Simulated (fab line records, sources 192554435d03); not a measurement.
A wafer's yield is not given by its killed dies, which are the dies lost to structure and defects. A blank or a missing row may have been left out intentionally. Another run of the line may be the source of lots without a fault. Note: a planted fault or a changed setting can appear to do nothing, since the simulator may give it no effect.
Comparing a struck lot with a sound one + flow n5Finfet + 16 steps out of a route of 1938
Sound: wafers L355.2, L355.4, L355.5. The struck wafers were L348.2, L348.3, L348.6. At the end, the cause is stated.
At each step with rows: each side's tool, then ch and its chambers, then its first start. Under that, the readings that differ: sound wafers + struck wafers + difference of the means + sigmas: that difference in standard deviations of wafers without a fault.
alike: a reading whose means differ by less than 2 such deviations, as well as words and numbers matching on both sides. not compared: withheld readings; readings where some wafer has no value; bounds like >300 that might hide an equal value; numbers whose values overlap and for which the record gives no deviation.
Wherever a step has rows on one side only, a row that says differs or no value, or a row with sigmas, the two part there. When numbers do not overlap yet have no deviation, they are printed without sigmas and do not part them. A reading missing from all wafers of one side parts the sides only when that side holds two or more wafers.

first, 1 step without rows for these wafers: N5_BEOL_M2_DEGAS_44 (time 60 s).
N5_BEOL_M2_PRE_CLEAN_45: time 30 s.
  sound: pvdSputter-02 at day 11 23:28; struck: pvdSputter-01 at day 10 14:14
  alike: heaterPowerW
then, 1 step without rows for these wafers: N5_BEOL_M2_ALD_84 (deposits TaN, pulse time 2 s, purge time 3 s, co reactant purge time 2 s).
N5_BEOL_M2_SURFACE_TREAT_85:
  sound: pvdSputter-02 at day 11 23:49; struck: pvdSputter-01 at day 10 14:34
  alike: arFlowSccm
  not compared: throttleValvePct
then, 2 steps without rows for these wafers: N5_BEOL_M2_CVD_47 (deposits Co from CCTBA/H2, target thk 3 nm, time 223.8 s); N5_BEOL_M2_SPUTTER_48 (material Cu, target thk 4.5 nm, time 8.29 s).
N5_BEOL_M2_ANNEAL_49: time 240 s.
  sound: pvdSputter-01 at day 12 00:22; struck: pvdSputter-01 at day 10 14:53
  alike: heaterPowerW, susceptorTempC
then, 2 steps without rows for these wafers: N5_BEOL_M2_SPUTTER_79 (material Cu, target thk 4.5 nm, time 8.29 s); N5_BEOL_M2_ANNEAL_80 (time 240 s).
N5_BEOL_M2_SPUTTER_81: material Cu, target thk 4.5 nm, time 8.29 s.
  sound: pvdSputter-01 at day 12 00:44; struck: pvdSputter-01 at day 10 15:15
  alike: chuckSensorTempC, throttleValvePct
then, 2 steps without rows for these wafers: N5_BEOL_M2_ANNEAL_82 (time 240 s); N5_BEOL_M2_SPUTTER_86 (material Cu, target thk 4.5 nm, time 8.29 s).
N5_BEOL_M2_ANNEAL_87: time 240 s.
  sound: pvdSputter-01 at day 12 01:02; struck: pvdSputter-01 at day 10 15:33
  no value came back on the struck wafers for heaterPowerW (W), susceptorTempC (C); on the sound wafers heaterPowerW (W) reads 741 723 699
N5_BEOL_M2_SPUTTER_88: material Cu, target thk 4.5 nm, time 8.29 s.
  sound: pvdSputter-01 at day 12 01:10; struck: pvdSputter-01 at day 10 15:41
  alike: chuckSensorTempC, throttleValvePct
N5_BEOL_M4_RC_MEAS_101:
  sound on prober-02 ch 0, day 13 08:05; struck on prober-01 ch 0, day 11 22:25
| reading   | sound          | struck         | difference | sigmas |
|-----------|----------------|----------------|------------|--------|
| VT_N (mV) | 255 260 259    | 249 249 250    | -9         | -2     |
| VT_P (mV) | -253 -257 -258 | -248 -247 -250 | +8         | +2     |
  alike: DIBL_N, DIBL_P, IOFF_N, IOFF_P, ION_N, ION_P, SS_N, SS_P
after that, 1 step had no rows for these wafers: N5_PASSIVATION_PROBE_49.

## WHERE THEY PART
Last at N5_BEOL_M4_RC_MEAS_101 as far as this record goes, first at N5_BEOL_M2_ANNEAL_87.

WHY: what had been put in by the simulator
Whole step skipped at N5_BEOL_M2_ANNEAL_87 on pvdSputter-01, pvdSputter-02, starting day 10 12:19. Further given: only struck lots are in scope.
